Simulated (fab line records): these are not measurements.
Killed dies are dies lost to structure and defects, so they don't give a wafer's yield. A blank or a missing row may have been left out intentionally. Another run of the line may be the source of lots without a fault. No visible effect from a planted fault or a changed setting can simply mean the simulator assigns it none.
What tool caused it? || flow n5Finfet || 10 lots, 30 wafers sampled, at 4 steps of a route of 1938

== WHAT THE GAUGES SHOWED, per wafer ==
N5_HKMG_FIN_INSPECT_28: inspects for defects (darkfield).
{"lot": "L314", "measured": "day 5 07:35", "on": "defectInspect-01", "rawDefectCount": "41 33 42"}
{"lot": "L317", "measured": "day 6 00:51", "on": "defectInspect-02", "rawDefectCount": "40 33 53"}
{"lot": "L319", "measured": "day 6 20:43", "on": "defectInspect-01", "rawDefectCount": "21 38 33"}
{"lot": "L320", "measured": "day 6 23:50", "on": "defectInspect-02", "rawDefectCount": "38 115 52"}
{"lot": "L321", "measured": "day 7 02:58", "on": "defectInspect-02", "rawDefectCount": "25 60 46"}
{"lot": "L324", "measured": "day 7 17:53", "on": "defectInspect-02", "rawDefectCount": "25 51 45"}
{"lot": "L325", "measured": "day 8 02:38", "on": "defectInspect-02", "rawDefectCount": "21 45 29"}
{"lot": "L331", "measured": "day 9 16:17", "on": "defectInspect-01", "rawDefectCount": "36 54 63"}
{"lot": "L332", "measured": "day 9 19:09", "on": "defectInspect-02", "rawDefectCount": "35 20 21"}
{"lot": "L333", "measured": "day 10 03:51", "on": "defectInspect-02", "rawDefectCount": "13 17 23"}

== WHICH TOOL RAN EACH LOT (tool, then ch and the chambers of the sampled wafers, then the start) ==
{"lot": "L314", "N5_HKMG_FIN_ALD_21": "aldMetal-04 ch 1,2, day 5 06:20", "N5_HKMG_FIN_CMP_23": "cmp-01 ch 0,1,2, day 5 06:57", "N5_HKMG_FIN_CMP_94": "cmp-01 ch 0,1,2, day 5 07:23"}
{"lot": "L317", "N5_HKMG_FIN_ALD_21": "aldMetal-01 ch 0,2,3, day 5 23:36", "N5_HKMG_FIN_CMP_23": "cmp-02 ch 1,2, day 6 00:08", "N5_HKMG_FIN_CMP_94": "cmp-02 ch 1,2, day 6 00:37"}
{"lot": "L319", "N5_HKMG_FIN_ALD_21": "aldMetal-04 ch 1,2,3, day 6 15:24", "N5_HKMG_FIN_CMP_23": "cmp-03 ch 0,1,2, day 6 15:57", "N5_HKMG_FIN_CMP_94": "cmp-03 ch 0,1,2, day 6 20:29"}
{"lot": "L320", "N5_HKMG_FIN_ALD_21": "aldMetal-04 ch 0,2,3, day 6 22:35", "N5_HKMG_FIN_CMP_23": "cmp-03 ch 1,2, day 6 23:13", "N5_HKMG_FIN_CMP_94": "cmp-03 ch 1,2, day 6 23:38"}
{"lot": "L321", "N5_HKMG_FIN_ALD_21": "aldMetal-04 ch 1,2, day 7 01:43", "N5_HKMG_FIN_CMP_23": "cmp-01 ch 0,3, day 7 02:20", "N5_HKMG_FIN_CMP_94": "cmp-01 ch 0,3, day 7 02:46"}
{"lot": "L324", "N5_HKMG_FIN_ALD_21": "aldMetal-04 ch 0,2,3, day 7 16:38", "N5_HKMG_FIN_CMP_23": "cmp-02 ch 0,1,3, day 7 17:11", "N5_HKMG_FIN_CMP_94": "cmp-02 ch 0,1,3, day 7 17:40"}
{"lot": "L325", "N5_HKMG_FIN_ALD_21": "aldMetal-04 ch 0,2,3, day 8 01:22", "N5_HKMG_FIN_CMP_23": "cmp-03 ch 0,1,3, day 8 01:55", "N5_HKMG_FIN_CMP_94": "cmp-03 ch 0,1,3, day 8 02:23"}
{"lot": "L331", "N5_HKMG_FIN_ALD_21": "aldMetal-01 ch 0,2,3, day 9 15:01", "N5_HKMG_FIN_CMP_23": "cmp-03 ch 0,2,3, day 9 15:40", "N5_HKMG_FIN_CMP_94": "cmp-03 ch 0,2,3, day 9 16:05"}
{"lot": "L332", "N5_HKMG_FIN_ALD_21": "aldMetal-01 ch 1,2, day 9 17:55", "N5_HKMG_FIN_CMP_23": "cmp-03 ch 1,2,3, day 9 18:26", "N5_HKMG_FIN_CMP_94": "cmp-03 ch 1,2,3, day 9 18:55"}
{"lot": "L333", "N5_HKMG_FIN_ALD_21": "aldMetal-01 ch 1,2,3, day 10 02:34", "N5_HKMG_FIN_CMP_23": "cmp-01 ch 0,1,3, day 10 03:05", "N5_HKMG_FIN_CMP_94": "cmp-01 ch 0,1,3, day 10 03:37"}
- N5_HKMG_FIN_ALD_21: deposits TiN, target thk 1.5 nm, pulse time 1 s, purge time 3 s.
- N5_HKMG_FIN_CMP_23: polishes, stops on SiNx, t overpolish 10 s, target thk 46.326 nm.
- N5_HKMG_FIN_CMP_94: polishes, stops on SiNx, t overpolish 4.7 s, target thk 43.299 nm.

== THE ANSWER, worked out from the rows above alone ==
Rule: the usual values come from the lots themselves. The widest of any qualifying gaps counts: lots, ordered by their means at a reading, are off when they make up no more than a third of the lots, leave a main group of 4 or more, and stand apart from it by 3 or more times the standard deviation of that group's means. A main group whose means are all the same, to the digits that the tables above print for the reading, isn't used. Also off: a lot with no number at a reading for which 4 or more lots have one. Where the step has rows for the other lots, those lots are counted as sound.
No lot is off at any reading shown: from this, nothing can be told.

== WHAT HAD BEEN PUT IN BY THE SIMULATOR ==
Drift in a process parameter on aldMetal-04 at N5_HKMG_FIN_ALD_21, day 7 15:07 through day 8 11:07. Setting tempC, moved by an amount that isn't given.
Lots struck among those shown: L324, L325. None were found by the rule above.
